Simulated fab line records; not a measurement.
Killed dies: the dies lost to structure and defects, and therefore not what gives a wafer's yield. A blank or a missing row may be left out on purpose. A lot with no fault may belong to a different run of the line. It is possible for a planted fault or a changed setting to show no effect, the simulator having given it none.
A sampling plan put to the test ; flow n5_finfet ; one line in one fab, 29 faults in these records, each fault weighed on the records of the lots it struck
The line's own looks make up the plan; these are the steps of the route where a gauge or inspection reads the wafer and leaves it unchanged. A look is open to judgement when struck wafers have a number at it and the file gives its usual mean and standard deviation on fault-free wafers. Caught: the struck wafers' mean, at a look after the fault's first step, is 4 or more of those standard deviations (sigma) away from the usual mean. On the tool: the identical test, applied to the tool's own readings at the steps of the fault. It also counts as caught if the struck wafers ran another recipe or if their record alone is blank.

THE FAULTS, as the simulator had put them in
1. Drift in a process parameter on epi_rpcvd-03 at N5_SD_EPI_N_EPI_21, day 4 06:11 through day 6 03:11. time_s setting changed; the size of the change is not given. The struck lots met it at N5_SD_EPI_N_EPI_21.
2. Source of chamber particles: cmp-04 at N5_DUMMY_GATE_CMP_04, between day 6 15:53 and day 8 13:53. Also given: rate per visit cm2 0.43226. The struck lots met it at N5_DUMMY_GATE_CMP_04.
3. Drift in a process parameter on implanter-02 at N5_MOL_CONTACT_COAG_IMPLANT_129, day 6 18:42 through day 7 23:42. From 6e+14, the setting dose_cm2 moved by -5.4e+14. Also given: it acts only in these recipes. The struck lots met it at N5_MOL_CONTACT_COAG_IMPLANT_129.
4. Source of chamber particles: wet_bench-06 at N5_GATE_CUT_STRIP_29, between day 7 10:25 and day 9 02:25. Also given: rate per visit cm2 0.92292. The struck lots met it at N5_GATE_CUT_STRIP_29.
5. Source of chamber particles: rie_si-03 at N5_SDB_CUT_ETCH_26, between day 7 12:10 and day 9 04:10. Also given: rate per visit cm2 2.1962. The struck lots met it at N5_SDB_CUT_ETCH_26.
6. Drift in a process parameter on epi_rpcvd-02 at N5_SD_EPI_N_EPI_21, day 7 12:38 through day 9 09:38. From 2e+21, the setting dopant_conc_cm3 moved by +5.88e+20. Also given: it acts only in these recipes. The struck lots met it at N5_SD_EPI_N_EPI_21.
7. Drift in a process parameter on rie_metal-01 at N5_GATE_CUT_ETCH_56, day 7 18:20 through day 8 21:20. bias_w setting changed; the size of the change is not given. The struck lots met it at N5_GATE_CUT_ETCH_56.
8. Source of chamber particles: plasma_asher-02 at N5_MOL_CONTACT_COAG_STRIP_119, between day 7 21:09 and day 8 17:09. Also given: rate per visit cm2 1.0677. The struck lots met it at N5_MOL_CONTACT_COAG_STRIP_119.
9. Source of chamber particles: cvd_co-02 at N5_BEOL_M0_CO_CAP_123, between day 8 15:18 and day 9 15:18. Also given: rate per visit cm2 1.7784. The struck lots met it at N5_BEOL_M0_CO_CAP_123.
10. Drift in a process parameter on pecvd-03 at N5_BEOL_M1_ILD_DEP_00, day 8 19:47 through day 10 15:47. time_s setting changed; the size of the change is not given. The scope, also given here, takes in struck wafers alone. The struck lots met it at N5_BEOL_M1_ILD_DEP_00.
11. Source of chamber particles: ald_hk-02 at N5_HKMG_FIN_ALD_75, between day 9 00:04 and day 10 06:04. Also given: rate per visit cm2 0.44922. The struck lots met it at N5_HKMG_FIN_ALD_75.
12. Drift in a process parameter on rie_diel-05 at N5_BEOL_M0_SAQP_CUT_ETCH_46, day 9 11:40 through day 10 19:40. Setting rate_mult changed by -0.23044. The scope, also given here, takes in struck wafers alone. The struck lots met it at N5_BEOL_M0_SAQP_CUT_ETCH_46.
13. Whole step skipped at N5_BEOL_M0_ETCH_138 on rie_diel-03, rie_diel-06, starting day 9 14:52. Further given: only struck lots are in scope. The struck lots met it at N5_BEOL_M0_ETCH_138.
14. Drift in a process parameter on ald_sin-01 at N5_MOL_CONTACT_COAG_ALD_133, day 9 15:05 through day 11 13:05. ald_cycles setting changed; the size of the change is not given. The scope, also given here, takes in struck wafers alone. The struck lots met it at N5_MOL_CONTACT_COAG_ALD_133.
15. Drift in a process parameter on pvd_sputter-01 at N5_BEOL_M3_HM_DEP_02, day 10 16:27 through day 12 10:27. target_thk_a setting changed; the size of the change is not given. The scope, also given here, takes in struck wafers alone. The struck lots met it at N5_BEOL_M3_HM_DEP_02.
16. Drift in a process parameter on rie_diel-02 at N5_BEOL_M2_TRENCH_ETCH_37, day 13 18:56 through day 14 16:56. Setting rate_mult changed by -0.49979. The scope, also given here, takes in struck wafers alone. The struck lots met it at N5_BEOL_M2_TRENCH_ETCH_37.
17. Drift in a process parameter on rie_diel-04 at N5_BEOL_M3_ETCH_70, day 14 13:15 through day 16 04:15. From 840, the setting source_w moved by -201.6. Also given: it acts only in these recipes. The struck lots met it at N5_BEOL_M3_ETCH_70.
18. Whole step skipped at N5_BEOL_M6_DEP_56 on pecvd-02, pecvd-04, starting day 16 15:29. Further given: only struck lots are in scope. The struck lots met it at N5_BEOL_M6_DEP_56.
19. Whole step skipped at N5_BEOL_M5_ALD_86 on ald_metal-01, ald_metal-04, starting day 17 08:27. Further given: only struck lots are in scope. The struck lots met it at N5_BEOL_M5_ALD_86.
20. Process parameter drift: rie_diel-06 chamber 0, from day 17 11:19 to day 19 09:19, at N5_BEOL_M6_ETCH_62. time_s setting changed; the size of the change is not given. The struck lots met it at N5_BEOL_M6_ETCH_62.
21. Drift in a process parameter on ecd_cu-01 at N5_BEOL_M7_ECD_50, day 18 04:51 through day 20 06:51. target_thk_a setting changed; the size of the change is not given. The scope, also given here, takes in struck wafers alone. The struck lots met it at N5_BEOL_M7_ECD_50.
22. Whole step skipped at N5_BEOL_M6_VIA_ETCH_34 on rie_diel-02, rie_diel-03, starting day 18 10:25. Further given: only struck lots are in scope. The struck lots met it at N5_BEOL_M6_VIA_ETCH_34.
23. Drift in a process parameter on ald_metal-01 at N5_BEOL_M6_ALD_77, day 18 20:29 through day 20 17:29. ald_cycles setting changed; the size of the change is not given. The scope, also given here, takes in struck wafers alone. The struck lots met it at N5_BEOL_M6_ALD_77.
24. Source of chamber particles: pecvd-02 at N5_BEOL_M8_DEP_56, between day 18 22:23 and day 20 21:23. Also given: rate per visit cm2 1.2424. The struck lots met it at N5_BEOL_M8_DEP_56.
25. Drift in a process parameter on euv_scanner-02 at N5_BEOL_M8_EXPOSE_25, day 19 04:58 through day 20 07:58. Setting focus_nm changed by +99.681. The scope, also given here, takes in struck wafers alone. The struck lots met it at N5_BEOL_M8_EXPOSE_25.
26. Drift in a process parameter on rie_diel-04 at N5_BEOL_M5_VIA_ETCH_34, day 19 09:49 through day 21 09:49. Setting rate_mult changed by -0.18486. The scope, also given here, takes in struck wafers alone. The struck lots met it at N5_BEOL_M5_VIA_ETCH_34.
27. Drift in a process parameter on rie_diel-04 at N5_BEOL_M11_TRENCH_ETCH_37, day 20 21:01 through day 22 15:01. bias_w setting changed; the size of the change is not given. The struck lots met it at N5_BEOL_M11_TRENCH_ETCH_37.
28. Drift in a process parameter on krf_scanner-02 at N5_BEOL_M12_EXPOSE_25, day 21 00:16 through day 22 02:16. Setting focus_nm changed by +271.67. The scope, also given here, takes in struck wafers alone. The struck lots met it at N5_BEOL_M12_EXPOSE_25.
29. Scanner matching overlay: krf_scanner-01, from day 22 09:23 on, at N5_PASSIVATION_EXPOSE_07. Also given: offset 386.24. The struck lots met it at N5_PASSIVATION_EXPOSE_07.

WHAT THE PLAN SAW
fault;on the tool itself;first look that catches it;reading, sigma;median hours from its first step to that look;hours from the fault's start to the first struck lot there;judged looks passed uncaught
1;under 2 sigma;N5_SD_EPI_N_EPI_MEAS_23;thk_nm +6.1;1.7;4;0
2;under 2 sigma;N5_DUMMY_GATE_INSPECT_17;raw_defect_count +5.0;4.8;7;1
3;dose_ions_cm2 -99 or beyond sigma;N5_BEOL_M4_RC_MEAS_101;RC_N +35;236.9;244;0
4;no reading that can be judged;no look after it can be judged;-;-;-;0
5;under 2 sigma;no look after it can be judged;-;-;-;0
6;no reading that can be judged;N5_SD_ACTIVATION_RS_MEAS_03;RS_SD_N -4.4;6.5;17;0
7;bias_w -61 sigma;not the one look that can be judged after it;-;-;-;1
8;under 2 sigma;N5_MOL_CONTACT_COAG_INSPECT_42;raw_defect_count +11;0.6;5;0
9;under 2 sigma;N5_BEOL_M0_INSPECT_127;raw_defect_count +45;0.2;12;0
10;under 2 sigma;N5_BEOL_M1_THK_MEAS_01;M1_ILD_THK -17;0.1;8;0
11;under 2 sigma;N5_HKMG_FIN_INSPECT_61;raw_defect_count +99 or beyond;0.5;4;1
12;under 2 sigma;not the one look that can be judged after it;-;-;-;1
13;the tool's record is blank for the struck wafers;N5_BEOL_M0_OCD_MEAS_108;trench_depth_nm -43;2.0;3;0
14;under 2 sigma;no look after it can be judged;-;-;-;0
15;only faintly: throttle_valve_pct -2.2 sigma;not the one look that can be judged after it;-;-;-;1
16;only faintly: oes_product_au -3.2 sigma;N5_BEOL_M2_OCD_MEAS_38;trench_depth_nm -20;0.2;2;0
17;rf_fwd_power_W -68 sigma;not the one look that can be judged after it;-;-;-;1
18;the tool's record is blank for the struck wafers;no look after it can be judged;-;-;-;0
19;the tool's record is blank for the struck wafers;no look after it can be judged;-;-;-;0
20;under 2 sigma;no look after it can be judged;-;-;-;0
21;no reading that can be judged;not the one look that can be judged after it;-;-;-;1
22;the tool's record is blank for the struck wafers;no look after it can be judged;-;-;-;0
23;under 2 sigma;N5_BEOL_M15_RC_MEAS_101;COMB_M6_max_site +13;78.6;108;0
24;under 2 sigma;N5_BEOL_M8_INSPECT_58;raw_defect_count +32;0.1;12;0
25;no reading that can be judged;N5_BEOL_M8_CD_MEAS_28;cd_nm -39;0.1;0;0
26;under 2 sigma;none of the 2 looks that can be judged after it;-;-;-;2
27;bias_w -26 sigma;no look after it can be judged;-;-;-;0
28;no reading that can be judged;N5_BEOL_M12_CD_MEAS_28;cd_nm +12;0.2;1;0
29;under 2 sigma;N5_PASSIVATION_OVL_MEAS_60;TV_OVL +62;0.2;3;0
A dash: the fault is not caught, or the number is missing from these records.

Caught at a look: 15 of 29. Caught on the tool: 8 of 29. By one or the other: 21 of 29.
Caught on the tool alone: faults 7, 17, 18, 19, 22, 27.
Caught at a look alone: faults 1, 2, 6, 8, 9, 10, 11, 16, 23, 24, 25, 28, 29.
Caught by neither: faults 4, 5, 12, 14, 15, 20, 21, 26.

THINNER SAMPLING
Were the look that catches a fault to measure just every second or every third lot (counted by lot number), the first struck lot would, at worst, be measured this late:
fault;struck lots at that look, in order of time;every lot;every second lot;every third lot
1;L613, L614;4 h;9 h;may miss all 2
2;L977, L981, L982;7 h;36 h;36 h
3;L912, L914;244 h;may miss all 2;may miss all 2
6;L382, L383;17 h;25 h;may miss all 2
8;L493, L495, L496;5 h;20 h;may miss all 3
9;L637, L639;12 h;may miss all 2;may miss all 2
10;L270, L271, L275;8 h;24 h;33 h
11;L741, L742;4 h;8 h;may miss all 2
13;L897, L898;3 h;8 h;may miss all 2
16;L799;2 h;may miss it;may miss it
23;L482, L480;108 h;may miss all 2;may miss all 2
24;L508, L507;12 h;14 h;may miss all 2
25;L283, L278, L282;0 h;4 h;10 h
28;L530, L531, L534;1 h;6 h;may miss all 3
29;L345, L343;3 h;may miss all 2;may miss all 2
Hours: fault start to first struck lot measured. Since the struck wafers were tested as one group against 4 sigma, a single lot by itself may lie under the limit. Other struck lots may not be in these records.

THE LONGEST TIMED WAY FROM STEP TO LOOK
Fault 3: the median time between N5_MOL_CONTACT_COAG_IMPLANT_129 and N5_BEOL_M4_RC_MEAS_101 is 236.9 hours. No look between them can be judged.
